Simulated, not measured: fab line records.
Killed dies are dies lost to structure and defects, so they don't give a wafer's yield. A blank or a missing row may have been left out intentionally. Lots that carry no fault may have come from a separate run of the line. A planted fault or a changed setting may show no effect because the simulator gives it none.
Chamber matching / flow nand_harc / NHARC_P_CONTACT_CMP_01 on cmp-04 has 4 sister chambers
The step polishes SiO2, target thk 200 nm. 4 wafers are shown with their chamber, then 9 later ones without.

## WAFERS WITH THEIR CHAMBER
wafer=L082.1; chamber=3; motor_current_A (A)=10.8
wafer=L085.1; chamber=1; motor_current_A (A)=13.8
wafer=L085.3; chamber=2; motor_current_A (A)=13.3
wafer=L085.4; chamber=0; motor_current_A (A)=12.2

## WAFERS WITH NO CHAMBER GIVEN
wafer=L091.1; motor_current_A (A)=11.8
wafer=L091.2; motor_current_A (A)=10.8
wafer=L091.6; motor_current_A (A)=12.9
wafer=L096.1; motor_current_A (A)=10.7
wafer=L096.3; motor_current_A (A)=14.5
wafer=L096.6; motor_current_A (A)=14.2
wafer=L097.3; motor_current_A (A)=12.0
wafer=L097.4; motor_current_A (A)=13.6
wafer=L097.6; motor_current_A (A)=11.2

## CHAMBER TAKEN BY EACH
wafer=L091.1; from the rows above=can't be placed: 0 or 3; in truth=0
wafer=L091.2; from the rows above=3; in truth=3
wafer=L091.6; from the rows above=can't be placed: 2 or 0 or 1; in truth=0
wafer=L096.1; from the rows above=3; in truth=3
wafer=L096.3; from the rows above=can't be placed: 1 or 2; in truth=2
wafer=L096.6; from the rows above=can't be placed: 1 or 2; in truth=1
wafer=L097.3; from the rows above=0; in truth=0
wafer=L097.4; from the rows above=can't be placed: 1 or 2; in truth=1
wafer=L097.6; from the rows above=can't be placed: 3 or 0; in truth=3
Placed correctly: 3 of 9. From these rows, 6 cannot be placed; in 6 the true chamber is one of the candidates. 0 placed wrongly.
How it was worked out, from the rows above alone: a wafer's distance from a chamber is the root of the sum, over the readings, of the square of ((its reading less the chamber's mean) divided by the reading's scatter). If the next closest chamber is less than 2 further off than the closest, the wafer can't be placed; otherwise it belongs to the closest. A chamber's mean is the mean of its shown wafers. The scatter: root of mean squared gap, hidden wafer to nearest shown wafer, with one shown wafer a chamber.
